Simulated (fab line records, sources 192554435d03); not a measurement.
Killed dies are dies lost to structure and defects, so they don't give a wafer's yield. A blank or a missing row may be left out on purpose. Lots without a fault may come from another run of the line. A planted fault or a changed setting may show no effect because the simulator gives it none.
Which tool did it? | flow n5_finfet | 10 lots, 29 wafers sampled, at 4 steps of a route of 1938

WHAT THE GAUGES READ, wafer by wafer
N5_BEOL_M4_RC_MEAS_101. Usual: DIBL_N 36.3 mV/V, standard deviation 1.2; DIBL_P 36.3 mV/V, standard deviation 1.4; IOFF_N 0.157 nA/um, standard deviation 0.02; IOFF_P 0.22 nA/um, standard deviation 0.033; ION_N 675 uA/um, standard deviation 9.6; ION_P 465 uA/um, standard deviation 8.2; SS_N 71.4 mV/dec, standard deviation 0.45; SS_P 73.3 mV/dec, standard deviation 0.54; VT_N 249.8 mV, standard deviation 2.5; VT_P -249 mV, standard deviation 3.2.
lot  | measured     | on        | DIBL_N (mV/V)  | DIBL_P (mV/V)  | IOFF_N (nA/um)    | IOFF_P (nA/um) | ION_N (uA/um) | ION_P (uA/um) | SS_N (mV/dec)  | SS_P (mV/dec)  | VT_N (mV)         | VT_P (mV)      | flag
L491 | day 8 02:21  | prober-01 | 37.2 36.6 35.3 | 38.5 37.3 36.4 | 0.169 0.150 0.137 | 0.23 0.21 0.20 | 681 676 661   | 466 467 457   | 71.4 71.6 71.5 | 72.8 72.7 73.0 | 246.2 249.8 251.9 | -249 -251 -252 |
L493 | day 8 19:53  | prober-01 | 34.6 35.1 35.3 | 34.8 34.9 35.1 | 0.128 0.132 0.137 | 0.16 0.17 0.17 | 665 662 668   | 455 453 455   | 71.2 71.7 71.2 | 72.0 72.3 71.9 | 251.3 251.7 253.9 | -256 -253 -254 |
L495 | day 9 17:05  | prober-01 | 36.7 36.6 36.4 | 36.7 36.2 36.4 | 0.185 0.163 0.179 | 0.25 0.23 0.25 | 695 679 695   | 475 466 477   | 72.2 71.9 71.0 | 73.9 72.6 72.6 | 247.5 250.2 246.5 | -249 -249 -246 |
L494 | day 9 23:47  | prober-01 | 37.1 36.6      | 35.8 34.6      | 0.157 0.138       | 0.22 0.19      | 678 674       | 467 460       | 72.0 71.2      | 73.1 73.4      | 252.2 252.7       | -249 -251      |
L503 | day 12 05:26 | prober-01 | 37.2 35.8 36.2 | 37.3 36.4 36.6 | 0.182 0.173 0.173 | 0.25 0.24 0.23 | 680 680 677   | 475 472 465   | 71.3 71.3 71.1 | 73.5 73.9 72.8 | 248.5 249.2 247.7 | -246 -245 -246 |
L507 | day 12 10:00 | prober-02 | 36.0 36.0 36.0 | 35.9 36.1 36.1 | 0.160 0.152 0.159 | 0.20 0.20 0.20 | 683 672 685   | 463 461 463   | 71.2 71.7 71.2 | 73.4 72.8 72.5 | 249.9 249.2 248.5 | -250 -252 -251 |
L506 | day 12 20:43 | prober-02 | 36.3 37.1 37.9 | 36.0 36.6 38.3 | 0.133 0.149 0.163 | 0.20 0.21 0.24 | 666 677 686   | 461 464 477   | 71.5 71.6 71.9 | 72.2 72.6 74.0 | 254.8 251.3 249.4 | -251 -247 -248 |
L511 | day 13 20:59 | prober-02 | 38.3 37.7 38.1 | 38.4 38.6 38.6 | 0.206 0.195 0.199 | 0.26 0.26 0.26 | 675 675 692   | 463 467 474   | 72.1 72.2 71.5 | 74.6 73.5 73.9 | 247.8 247.5 244.4 | -247 -249 -245 |
L512 | day 14 03:20 | prober-02 | 37.2 37.1 35.9 | 37.3 36.7 34.6 | 0.186 0.174 0.154 | 0.26 0.25 0.22 | 691 683 689   | 481 473 474   | 71.4 71.6 70.7 | 74.0 74.1 73.9 | 247.1 249.6 253.2 | -246 -247 -250 |
L514 | day 14 19:49 | prober-02 | 38.2 34.8 39.5 | 39.2 34.9 40.7 | 0.187 0.119 0.208 | 0.29 0.20 0.34 | 688 665 685   | 471 470 478   | 71.6 70.4 71.7 | 74.1 72.6 74.1 | 249.0 251.8 247.2 | -242 -248 -243 |

N5_PASSIVATION_INSPECT_64: inspects for defects (macro). Usual: raw_defect_count 2.2, standard deviation 1.4.
lot  | measured     | on                | raw_defect_count | flag
L491 | day 12 05:37 | defect_inspect-01 | 3 2 3            |
L493 | day 12 22:11 | defect_inspect-01 | 3 2 2            |
L495 | day 13 07:31 | defect_inspect-02 | 0 5 2            |
L494 | day 13 17:25 | defect_inspect-02 | 2                |
L503 | day 16 06:25 | defect_inspect-02 | 0 3 1            |
L507 | day 16 16:38 | defect_inspect-02 | 0 2 1            |
L506 | day 16 20:52 | defect_inspect-02 | 2 2 0            |
L511 | day 17 21:23 | defect_inspect-02 | 1 1 3            |
L512 | day 18 00:55 | defect_inspect-01 | 2 4 1            |
L514 | day 19 03:35 | defect_inspect-01 | 0 2 3            |

N5_PASSIVATION_OVL_MEAS_66. Usual: PASS_OPEN_OVL 6 nm, standard deviation 5.6.
lot  | measured     | on         | PASS_OPEN_OVL (nm) | flag
L491 | day 12 07:52 | overlay-02 | 5 8 13             |
L493 | day 13 00:01 | overlay-01 | 4 6 4              |
L495 | day 13 09:41 | overlay-01 | -2 1 -5            |
L494 | day 13 19:19 | overlay-01 | 3                  |
L503 | day 16 08:39 | overlay-01 | 2 1 10             |
L507 | day 16 18:30 | overlay-02 | 17 12 17           |
L506 | day 16 22:36 | overlay-02 | 7 12 6             |
L511 | day 17 23:07 | overlay-02 | -8 -4 -6           |
L512 | day 18 02:46 | overlay-02 | -2 -5 0            |
L514 | day 19 05:18 | overlay-02 | 13 8 13            |

WHICH TOOL RAN EACH LOT (tool, then ch and the chambers of the sampled wafers, then the start)
lot  | N5_MIM_BOT_ETCH_ETCH_00
L491 | rie_metal-02 ch 0,1, day 12 02:16
L493 | rie_metal-02 ch 0,1, day 12 19:02
L495 | rie_metal-02 ch 1, day 13 04:13
L494 | rie_metal-02 ch 0, day 13 13:58
L503 | rie_metal-02 ch 0,1, day 16 01:18
L507 | rie_metal-03 ch 0,1, day 16 13:41
L506 | rie_metal-02 ch 0,1, day 16 16:22
L511 | rie_metal-01 ch 0,1, day 17 18:13
L512 | rie_metal-01 ch 0,1, day 17 19:00
L514 | rie_metal-01 ch 0, day 18 23:46
- N5_MIM_BOT_ETCH_ETCH_00: etches TiN in Cl2/BCl3, target depth 45.5 nm.

WHAT THE TOOLS THEMSELVES READ (means of the sampled wafers that have a number; where no wafer has one, the mark that the record gives instead)
N5_MIM_BOT_ETCH_ETCH_00. Usual: bcl3_flow_sccm 21.75 sccm, standard deviation 0.06; drypump_motor_current_A 6.1 A, standard deviation 0.4; oes_ar_750_au 0.74 a.u., standard deviation 0.075; oes_product_au 0.74 a.u., standard deviation 0.074; throttle_valve_pct 21.80 %, standard deviation 0.099.
lot  | tool         | bcl3_flow_sccm (sccm) | drypump_motor_current_A (A) | oes_ar_750_au (a.u.) | oes_product_au (a.u.) | throttle_valve_pct (%) | flag
L491 | rie_metal-02 | 21.79                 | 6.4                         | 0.72                 | 0.72                  | 21.76                  |
L493 | rie_metal-02 | 21.70                 | 6.4                         | 0.70                 | 0.71                  | 21.78                  |
L495 | rie_metal-02 | 21.84                 | 6.3                         | 0.73                 | 0.70                  | 21.82                  |
L494 | rie_metal-02 | 21.80                 | 6.5                         | 0.67                 | 0.63                  | 21.92                  |
L503 | rie_metal-02 | 21.71                 | 6.4                         | 0.70                 | 0.70                  | 21.78                  |
L507 | rie_metal-03 | 21.72                 | 6.0                         | 0.92                 | 0.93                  | 21.84                  |
L506 | rie_metal-02 | 21.70                 | 6.5                         | 0.68                 | 0.69                  | 21.79                  |
L511 | rie_metal-01 | 21.80                 | 5.6                         | 0.78                 | 0.79                  | 21.73                  |
L512 | rie_metal-01 | 21.76                 | 5.5                         | 0.74                 | 0.75                  | 21.73                  |
L514 | rie_metal-01 | 21.79                 | 5.8                         | 0.81                 | 0.81                  | 21.76                  |

THE ANSWER, worked out from the rows above alone
Rule: a lot is off if the mean of its wafers that have a number lies more than 3 standard deviations from the usual mean. A lot without any number at a reading at which 4 lots or more have one is off too. The other lots that the step has rows for count as sound. The gauges are gone through in route order, then the tools' own readings, and for those a lot's mean is taken as printed above. The first step at which some lot is off is used, and at that step the reading that is off furthest; a lot without a number counts as furthest.
No lot is off at any reading shown: from this, nothing can be told.

WHAT THE SIMULATOR HAD PUT IN
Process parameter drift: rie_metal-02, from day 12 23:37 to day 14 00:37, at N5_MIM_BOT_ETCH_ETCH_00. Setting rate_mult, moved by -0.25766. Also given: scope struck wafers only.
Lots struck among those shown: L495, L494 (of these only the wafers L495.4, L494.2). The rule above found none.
